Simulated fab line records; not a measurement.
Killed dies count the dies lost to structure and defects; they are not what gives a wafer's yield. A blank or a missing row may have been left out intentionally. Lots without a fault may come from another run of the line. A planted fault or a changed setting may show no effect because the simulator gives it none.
Chamber matching    flow n5-finfet    cmp-03 running N5_STI_FIN_REVEAL_CMP_04: 4 sister chambers
The step polishes, stops on Si3N4, t overpolish 4 s, target thk 131.83 nm. 8 wafers are shown with their chamber, then 10 later ones without.

== EACH WAFER AND ITS CHAMBER ==
wafer   chamber  motor-current-A (A)  time-to-endpoint-s (s)
L083.5  2        6.7                  106
L084.3  3        7.2                  93
L084.5  3        6.9                  98
L088.2  0        8.8                  107
L088.4  1        6.9                  106
L088.5  2        7.4                  108
L090.1  0        9.0                  106
L090.3  1        7.2                  102

== WAFERS WITH NO CHAMBER GIVEN ==
wafer   motor-current-A (A)  time-to-endpoint-s (s)
L090.5  9.3                  107
L092.2  7.0                  97
L092.3  7.2                  102
L092.6  7.4                  97
L094.1  7.5                  96
L094.5  7.5                  100
L094.6  9.2                  101
L096.1  9.3                  106
L096.2  7.1                  105
L096.5  6.9                  104

== EACH ONE'S CHAMBER ==
wafer    from the rows above            in truth
L090.5   0                              0
L092.2   3                              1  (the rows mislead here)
L092.3   can't be placed: 1 or 2 or 3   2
L092.6   can't be placed: 3 or 1        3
L094.1   3                              3
L094.5   can't be placed: 1 or 3 or 2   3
L094.6   0                              0
L096.1   0                              0
L096.2   can't be placed: 1 or 2        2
L096.5   can't be placed: 1 or 2        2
4 of 10 placed correctly. From these rows, 5 cannot be placed; in 5 the true chamber is one of the candidates. Placed wrongly: 1.
How it was worked out, from the rows above alone: a wafer's distance from a chamber is the root of the sum, over the readings, of the square of ((its reading less the chamber's mean) divided by the reading's scatter). The wafer belongs to the nearest chamber; if the next one is less than 2 further off, it can't be placed. The mean given for a chamber averages the wafers shown for that chamber. The scatter: take each reading less its chamber's mean, square it, sum over the shown wafers, divide by the number of wafers less the number of chambers, and take the root.
